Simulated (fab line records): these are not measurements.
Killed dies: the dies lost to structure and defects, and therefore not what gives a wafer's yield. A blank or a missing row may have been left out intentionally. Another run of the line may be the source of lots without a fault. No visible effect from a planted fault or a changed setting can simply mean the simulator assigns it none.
Lot-split experiment :: flow n5_finfet :: 21 wafers read across 7 lots, on a route 1938 steps long

== THE SPLIT ITSELF ==
At N5_BEOL_M1_EXPOSE_08 (exposes mask M1), the setting dose_mj was moved away from the recipe's 33 on 10 of the 21 wafers read, by -6.0% to +5.7%. The other wafers ran this setting at the recipe's value.

== FROM THE SPLIT TO THE READING: what the file shows between them, 5 steps ==
- N5_BEOL_M1_PEB_09: peb time 60 s
- N5_BEOL_M1_DEVELOP_10: develop time 30 s
- N5_BEOL_M1_DESCUM_16: chemistry O2, time 7 s
- N5_BEOL_M1_ETCH_74: etches underlayer in N2/H2, target depth 6.5 nm, time 5.2 s
- N5_BEOL_M1_ETCH_63: etches SiARC in CF4, target depth 15.6 nm, time 26 s

== THE READING ==
BEOL_M1.cd_offset_nm (the simulator's own value, which no gauge read), in nm, at N5_BEOL_M1_ETCH_64 (etches SOC in N2/H2, target depth 75 nm, overetch 15 nm, time 112.5 s). No usual value for it is given in the file. The 11 wafers here that ran the recipe average -0.2 nm, standard deviation 0.22 nm.

wafer: L074.1
tool, chamber at the split: euv_scanner-01, 0
dose_mj as run: 34.87
against the recipe: +5.7%
BEOL_M1.cd_offset_nm, nm: 0.6
against lot-mates on the recipe: +0.6

wafer: L074.2
tool, chamber at the split: euv_scanner-01, 0
dose_mj as run: 33
against the recipe: recipe
BEOL_M1.cd_offset_nm, nm: 0
against lot-mates on the recipe: -

wafer: L074.3
tool, chamber at the split: euv_scanner-01, 0
dose_mj as run: 34.87
against the recipe: +5.7%
BEOL_M1.cd_offset_nm, nm: 0.8
against lot-mates on the recipe: +0.8

wafer: L077.3
tool, chamber at the split: euv_scanner-01, 0
dose_mj as run: 31.33
against the recipe: -5.1%
BEOL_M1.cd_offset_nm, nm: -1.2
against lot-mates on the recipe: -0.8

wafer: L077.4
tool, chamber at the split: euv_scanner-01, 0
dose_mj as run: 33
against the recipe: recipe
BEOL_M1.cd_offset_nm, nm: -0.4
against lot-mates on the recipe: -

wafer: L077.5
tool, chamber at the split: euv_scanner-01, 0
dose_mj as run: 31.33
against the recipe: -5.1%
BEOL_M1.cd_offset_nm, nm: -1.2
against lot-mates on the recipe: -0.8

wafer: L078.1
tool, chamber at the split: euv_scanner-01, 0
dose_mj as run: 31.02
against the recipe: -6.0%
BEOL_M1.cd_offset_nm, nm: -1.4
against lot-mates on the recipe: no lot-mate on the recipe

wafer: L078.3
tool, chamber at the split: euv_scanner-01, 0
dose_mj as run: 31.02
against the recipe: -6.0%
BEOL_M1.cd_offset_nm, nm: -1.4
against lot-mates on the recipe: no lot-mate on the recipe

wafer: L078.5
tool, chamber at the split: euv_scanner-01, 0
dose_mj as run: 31.02
against the recipe: -6.0%
BEOL_M1.cd_offset_nm, nm: -1.6
against lot-mates on the recipe: no lot-mate on the recipe

wafer: L080.1
tool, chamber at the split: euv_scanner-01, 0
dose_mj as run: 33
against the recipe: recipe
BEOL_M1.cd_offset_nm, nm: -0.2
against lot-mates on the recipe: -

wafer: L080.2
tool, chamber at the split: euv_scanner-01, 0
dose_mj as run: 33
against the recipe: recipe
BEOL_M1.cd_offset_nm, nm: -0.2
against lot-mates on the recipe: -

wafer: L080.3
tool, chamber at the split: euv_scanner-01, 0
dose_mj as run: 33
against the recipe: recipe
BEOL_M1.cd_offset_nm, nm: -0.2
against lot-mates on the recipe: -

wafer: L084.4
tool, chamber at the split: euv_scanner-02, 0
dose_mj as run: 31.08
against the recipe: -5.8%
BEOL_M1.cd_offset_nm, nm: -1.2
against lot-mates on the recipe: -1.2

wafer: L084.5
tool, chamber at the split: euv_scanner-02, 0
dose_mj as run: 33
against the recipe: recipe
BEOL_M1.cd_offset_nm, nm: 0
against lot-mates on the recipe: -

wafer: L084.6
tool, chamber at the split: euv_scanner-02, 0
dose_mj as run: 31.08
against the recipe: -5.8%
BEOL_M1.cd_offset_nm, nm: -1.4
against lot-mates on the recipe: -1.4

wafer: L088.1
tool, chamber at the split: euv_scanner-01, 0
dose_mj as run: 33
against the recipe: recipe
BEOL_M1.cd_offset_nm, nm: -0.6
against lot-mates on the recipe: -

wafer: L088.2
tool, chamber at the split: euv_scanner-01, 0
dose_mj as run: 33
against the recipe: recipe
BEOL_M1.cd_offset_nm, nm: 0.2
against lot-mates on the recipe: -

wafer: L088.5
tool, chamber at the split: euv_scanner-01, 0
dose_mj as run: 32.36
against the recipe: -1.9%
BEOL_M1.cd_offset_nm, nm: -0.6
against lot-mates on the recipe: -0.4

wafer: L096.2
tool, chamber at the split: euv_scanner-02, 0
dose_mj as run: 33
against the recipe: recipe
BEOL_M1.cd_offset_nm, nm: -0.4
against lot-mates on the recipe: -

wafer: L096.3
tool, chamber at the split: euv_scanner-02, 0
dose_mj as run: 33
against the recipe: recipe
BEOL_M1.cd_offset_nm, nm: -0.4
against lot-mates on the recipe: -

wafer: L096.6
tool, chamber at the split: euv_scanner-02, 0
dose_mj as run: 33
against the recipe: recipe
BEOL_M1.cd_offset_nm, nm: -0.2
against lot-mates on the recipe: -

THE FIT
A straight line over all 21 wafers: BEOL_M1.cd_offset_nm changes by +0.187 nm for each +1% of dose_mj; r = +0.96; the points scatter about the line by 0.18 nm.
The same after taking each lot's own level away (the mean of its wafers on the recipe; 18 wafers): +0.167 nm for each +1%; r = +0.94; scatter 0.2 nm.
On that fit, the largest move of dose_mj shifts the reading by 1 nm.
The span of the lots' own levels, -0.40 to 0.00 nm, comes to 1.8 times the standard deviation stated above.
So the slope is not independent of the lot-to-lot level: the two fits are not the same.
Check: -0.99 nm against its lot-mates is what the line predicts for one of the wafers moved furthest among these (-5.8%) when that wafer is left out of the fit. It came out at -1.2 nm against them.

== OTHER SPLITS ON THESE WAFERS ==
These wafers also went through other splits before the reading. Each is held against what the fit with the lots' levels taken away leaves over:
other split on the same wafers: N5_HKMG_FIN_PEB_47 peb_time_s
wafers away from the commonest value: 5
r with BEOL_M1.cd_offset_nm (lot level and that fit taken away): +0.32

other split on the same wafers: N5_MOL_CONTACT_COAG_PECVD_31 time_s
wafers away from the commonest value: 7
r with BEOL_M1.cd_offset_nm (lot level and that fit taken away): +0.04

other split on the same wafers: N5_MOL_CONTACT_COAG_VIA_ETCH_117 bias_w
wafers away from the commonest value: 7
r with BEOL_M1.cd_offset_nm (lot level and that fit taken away): -0.15

other split on the same wafers: N5_MOL_CONTACT_COAG_CVD_140 target_thk_a
wafers away from the commonest value: 4
r with BEOL_M1.cd_offset_nm (lot level and that fit taken away): -0.17

other split on the same wafers: N5_BEOL_M0_ETCH_128 source_w
wafers away from the commonest value: 2
r with BEOL_M1.cd_offset_nm (lot level and that fit taken away): -0.43

== THE WHOLE CHAIN: every reading that the file lists as answering this split, in the file's order ==
step: N5_BEOL_M1_ETCH_74
what it does: etches underlayer in N2/H2, target depth 6.5 nm, time 5.2 s
reading: BEOL_M1.cd_offset_nm (the simulator's own value, which no gauge read)
change (the file's fit): +0.185 nm for each +1% of the setting
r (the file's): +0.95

step: N5_BEOL_M1_ETCH_63
what it does: etches SiARC in CF4, target depth 15.6 nm, time 26 s
reading: BEOL_M1.cd_offset_nm (the simulator's own value, which no gauge read)
change (the file's fit): +0.191 nm for each +1% of the setting
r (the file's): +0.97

step: N5_BEOL_M1_ETCH_64
what it does: etches SOC in N2/H2, target depth 75 nm, overetch 15 nm, time 112.5 s
reading: BEOL_M1.cd_offset_nm (the simulator's own value, which no gauge read)
change (the file's fit): +0.172 nm for each +1% of the setting
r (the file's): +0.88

== FILE'S OWN FIT ==
BEOL_M1.cd_offset_nm changes by +0.172 nm for each +1% of dose_mj, r = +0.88.
